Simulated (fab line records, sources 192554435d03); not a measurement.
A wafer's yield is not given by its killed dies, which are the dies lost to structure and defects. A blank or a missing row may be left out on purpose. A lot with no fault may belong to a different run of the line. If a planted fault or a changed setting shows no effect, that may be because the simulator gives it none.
The tool behind it: which one? / flow n5-finfet / 36 wafers sampled from 12 lots at 1 step of a route of 1938

WHAT THE GAUGES READ, wafer by wafer
N5_BEOL_M14_CD_MEAS_10: the cd target is 250 nm.
lot=L076; measured=day 11 00:27; on=cd-sem-03; cd-nm (nm)=249.0 251.3 249.9
lot=L077; measured=day 11 00:43; on=cd-sem-03; cd-nm (nm)=252.5 252.9 252.5
lot=L080; measured=day 12 00:59; on=cd-sem-02; cd-nm (nm)=250.9 249.4 251.7
lot=L081; measured=day 12 08:31; on=cd-sem-02; cd-nm (nm)=250.2 249.6 250.7
lot=L083; measured=day 13 07:50; on=cd-sem-02; cd-nm (nm)=250.2 248.7 248.6
lot=L086; measured=day 13 16:16; on=cd-sem-03; cd-nm (nm)=251.4 251.9 251.7
lot=L087; measured=day 13 20:40; on=cd-sem-03; cd-nm (nm)=251.5 249.6 253.1
lot=L089; measured=day 14 18:30; on=cd-sem-03; cd-nm (nm)=249.2 247.4 249.9
lot=L090; measured=day 14 22:00; on=cd-sem-01; cd-nm (nm)=250.5 251.7 249.1
lot=L092; measured=day 15 18:01; on=cd-sem-03; cd-nm (nm)=251.9 251.0 248.7
lot=L095; measured=day 16 15:58; on=cd-sem-03; cd-nm (nm)=250.9 251.6 252.3
lot=L096; measured=day 17 10:55; on=cd-sem-01; cd-nm (nm)=249.3 249.4 250.5

EACH LOT AND THE TOOL THAT RAN IT (in order: tool; ch and the chambers of the sampled wafers; start)
No process step before these readings appears in the record.

THE ANSWER, worked out from the rows above alone
Rule: the usual values come from the lots themselves. Put in order of their means at a reading, lots are off if they are a third of the lots or fewer, leave a main group of 4 or more, and stand apart from it by a gap of 3 or more times the standard deviation of the main group's means; of several such gaps the widest counts. A main group whose means are all the same, to the digits that the tables above print for the reading, isn't used. Also off: a lot with no number at a reading for which 4 or more lots have one. Where the step has rows for the other lots, those lots are counted as sound.
No lot is off on any of the readings shown, so nothing can be concluded from this.

WHAT THE SIMULATOR HAD INSERTED
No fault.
